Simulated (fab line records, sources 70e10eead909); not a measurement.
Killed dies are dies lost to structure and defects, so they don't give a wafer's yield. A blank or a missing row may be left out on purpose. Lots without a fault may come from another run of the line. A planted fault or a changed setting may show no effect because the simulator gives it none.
Which tool did it? | flow nand_harc | 12 lots, 36 wafers sampled, at 5 steps of a route of 1159

WHAT THE GAUGES READ, wafer by wafer
NHARC_A_CONTACT_CD_MEAS_80.
lot  | measured     | on        | cd_nm (nm)
L075 | day 16 22:19 | cd_sem-02 | 189.7 189.7 189.8
L077 | day 17 07:10 | cd_sem-03 | 188.5 189.5 188.2
L082 | day 18 00:35 | cd_sem-02 | 190.0 188.9 189.0
L080 | day 18 12:47 | cd_sem-03 | 190.8 189.2 190.3
L085 | day 19 04:40 | cd_sem-01 | 190.7 190.0 190.7
L087 | day 19 11:38 | cd_sem-01 | 189.2 189.3 187.9
L083 | day 19 14:58 | cd_sem-01 | 187.2 188.0 186.8
L088 | day 20 03:33 | cd_sem-03 | 189.4 189.3 190.0
L092 | day 21 04:34 | cd_sem-03 | 188.8 188.4 189.5
L094 | day 21 09:23 | cd_sem-01 | 189.3 189.0 188.7
L096 | day 22 12:40 | cd_sem-03 | 189.3 188.7 188.5
L097 | day 22 19:02 | cd_sem-02 | 189.6 189.6 189.5

WHICH TOOL RAN EACH LOT (tool, then ch and the chambers of the sampled wafers, then the start)
lot  | NHARC_A_CONTACT_ETCH_124             | NHARC_A_CONTACT_ETCH_125             | NHARC_A_CONTACT_ETCH_130             | NHARC_A_CONTACT_ETCH_131
L075 | har_cap_etch-01 ch 0,1, day 16 20:06 | har_cap_etch-01 ch 0,1, day 16 20:18 | har_cap_etch-01 ch 0,1, day 16 21:01 | har_cap_etch-01 ch 0,1, day 16 21:09
L077 | har_cap_etch-02 ch 0,1, day 17 04:30 | har_cap_etch-02 ch 0,1, day 17 04:46 | har_cap_etch-02 ch 0,1, day 17 05:43 | har_cap_etch-02 ch 0,1, day 17 05:54
L082 | har_cap_etch-01 ch 0,1, day 17 22:28 | har_cap_etch-01 ch 0,1, day 17 22:40 | har_cap_etch-01 ch 0,1, day 17 23:23 | har_cap_etch-01 ch 0,1, day 17 23:31
L080 | har_cap_etch-02 ch 0, day 18 10:39   | har_cap_etch-02 ch 0, day 18 10:51   | har_cap_etch-02 ch 0, day 18 11:34   | har_cap_etch-02 ch 0, day 18 11:42
L085 | har_cap_etch-01 ch 0,1, day 19 02:34 | har_cap_etch-01 ch 0,1, day 19 02:46 | har_cap_etch-01 ch 0,1, day 19 03:28 | har_cap_etch-01 ch 0,1, day 19 03:36
L087 | har_cap_etch-01 ch 0,1, day 19 09:34 | har_cap_etch-01 ch 0,1, day 19 09:45 | har_cap_etch-01 ch 0,1, day 19 10:28 | har_cap_etch-01 ch 0,1, day 19 10:36
L083 | har_cap_etch-02 ch 0,1, day 19 12:55 | har_cap_etch-02 ch 0,1, day 19 13:05 | har_cap_etch-02 ch 0,1, day 19 13:48 | har_cap_etch-02 ch 0,1, day 19 13:56
L088 | har_cap_etch-03 ch 0,1, day 20 01:26 | har_cap_etch-03 ch 0,1, day 20 01:38 | har_cap_etch-03 ch 0,1, day 20 02:20 | har_cap_etch-03 ch 0,1, day 20 02:28
L092 | har_cap_etch-03 ch 0,1, day 21 02:30 | har_cap_etch-03 ch 0,1, day 21 02:41 | har_cap_etch-03 ch 0,1, day 21 03:23 | har_cap_etch-03 ch 0,1, day 21 03:32
L094 | har_cap_etch-01 ch 0,1, day 21 07:16 | har_cap_etch-01 ch 0,1, day 21 07:28 | har_cap_etch-01 ch 0,1, day 21 08:10 | har_cap_etch-01 ch 0,1, day 21 08:19
L096 | har_cap_etch-01 ch 0,1, day 22 10:26 | har_cap_etch-01 ch 0,1, day 22 10:38 | har_cap_etch-01 ch 0,1, day 22 11:20 | har_cap_etch-01 ch 0,1, day 22 11:29
L097 | har_cap_etch-03 ch 0,1, day 22 16:46 | har_cap_etch-03 ch 0,1, day 22 16:58 | har_cap_etch-03 ch 0,1, day 22 17:40 | har_cap_etch-03 ch 0,1, day 22 17:49
- NHARC_A_CONTACT_ETCH_124: etches the open film in C4F8/O2/Ar, time 140 s, target depth 700 nm.
- NHARC_A_CONTACT_ETCH_125: etches the open film in C4F8/O2/Ar, time 155 s, target depth 956 nm.
- NHARC_A_CONTACT_ETCH_130: etches the open film in C4F8/O2/Ar, time 155 s, target depth 956 nm.
- NHARC_A_CONTACT_ETCH_131: etches the open film in C4F8/O2/Ar, time 155 s, target depth 956 nm.

THE ANSWER, worked out from the rows above alone
Rule: what is usual is taken from the lots themselves. Put in order of their means at a reading, lots are off if they are a third of the lots or fewer, leave a main group of 4 or more, and stand apart from it by a gap of 3 or more times the standard deviation of the main group's means; of several such gaps the widest counts. A main group whose means are all the same, to the digits that the tables above print for the reading, isn't used. A lot without any number at a reading at which 4 lots or more have one is off too. The other lots that the step has rows for count as sound.
No lot is off at any reading shown: from this, nothing can be told.

WHAT THE SIMULATOR HAD PUT IN
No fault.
